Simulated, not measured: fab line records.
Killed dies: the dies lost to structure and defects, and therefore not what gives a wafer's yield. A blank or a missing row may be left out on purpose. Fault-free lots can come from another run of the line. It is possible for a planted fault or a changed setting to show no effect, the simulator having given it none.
The tool behind it: which one?    flow nandHarc    Sampling: 12 lots, 36 wafers, 3 of 1302 route steps

== WHAT THE GAUGES READ, wafer by wafer ==
NHARC_A_ONON_D2_THK_MEAS_14: measures by ellipsometry.
lot   measured      on            thkNm (nm)
L075  day 12 20:53  filmMetro-01  1006 1007 1004
L077  day 13 19:00  filmMetro-01  986 986 987
L079  day 14 05:59  filmMetro-01  992 991 993
L082  day 15 15:56  filmMetro-02  991 992 993
L083  day 16 20:58  filmMetro-01  988 986 988
L085  day 17 04:37  filmMetro-02  1012 1012 1012
L087  day 18 19:34  filmMetro-02  998 1000 1001
L089  day 19 07:00  filmMetro-01  993 996 997
L091  day 19 09:26  filmMetro-01  997 997 994
L093  day 20 22:49  filmMetro-01  1001 1000 1000
L095  day 20 22:55  filmMetro-01  993 994 994
L097  day 22 07:17  filmMetro-02  1000 1002 1003

== TOOL THAT RAN EACH LOT (tool first, then ch and the chambers of the sampled wafers, then the start) ==
lot   NHARC_A_CHANNEL_HOLE_D1_STRIP_27              NHARC_A_DECK1_JOINT_CMP_02
L075  rieDiel-02 ch 0,1,2, day 12 17:25 or earlier  cmp-02 ch 0,1,2, day 12 17:25
L077  rieDiel-11 ch 1,2,3, day 13 15:28 or earlier  cmp-01 ch 0,2,3, day 13 15:28
L079  rieDiel-13 ch 0,2, day 14 02:22 or earlier    cmp-02 ch 0,1, day 14 02:22
L082  rieDiel-13 ch 0,3, day 15 12:23 or earlier    cmp-02 ch 0,3, day 15 12:23
L083  rieDiel-02 ch 0,2,3, day 16 17:23 or earlier  cmp-02 ch 1,2,3, day 16 17:23
L085  rieDiel-02 ch 0,2, day 17 01:04 or earlier    cmp-01 ch 0,2,3, day 17 01:04
L087  rieDiel-02 ch 0,2,3, day 18 16:00 or earlier  cmp-01 ch 0,1,2, day 18 16:00
L089  rieDiel-02 ch 0,3, day 19 03:22 or earlier    cmp-01 ch 0,1,2, day 19 03:22
L091  rieDiel-02 ch 2,3, day 19 05:53 or earlier    cmp-02 ch 1,2,3, day 19 05:53
L093  rieDiel-13 ch 1,2,3, day 20 19:18 or earlier  cmp-04 ch 0,2, day 20 19:18
L095  rieDiel-11 ch 0,2,3, day 20 19:18 or earlier  cmp-01 ch 0,2,3, day 20 19:18
L097  rieDiel-13 ch 0,1,2, day 22 03:46 or earlier  cmp-02 ch 1,2,3, day 22 03:46
- NHARC_A_CHANNEL_HOLE_D1_STRIP_27: strips in O2.
- NHARC_A_DECK1_JOINT_CMP_02: polishes SiOx.

== THE ANSWER, worked out from the rows above alone ==
Rule: the lots themselves supply what counts as usual. Put in order of their means at a reading, lots are off if they are a third of the lots or fewer, leave a main group of 4 or more, and stand apart from it by a gap of 3 or more times the standard deviation of the main group's means; of several such gaps the widest counts. Not used: any main group whose means are identical at the precision the tables above print for the reading. Also off: a lot with no number at a reading for which 4 or more lots have one. Any other lot the step has rows for is counted as sound.
None of the lots is off at any reading shown; this tells nothing.

== WHAT THE SIMULATOR PUT IN ==
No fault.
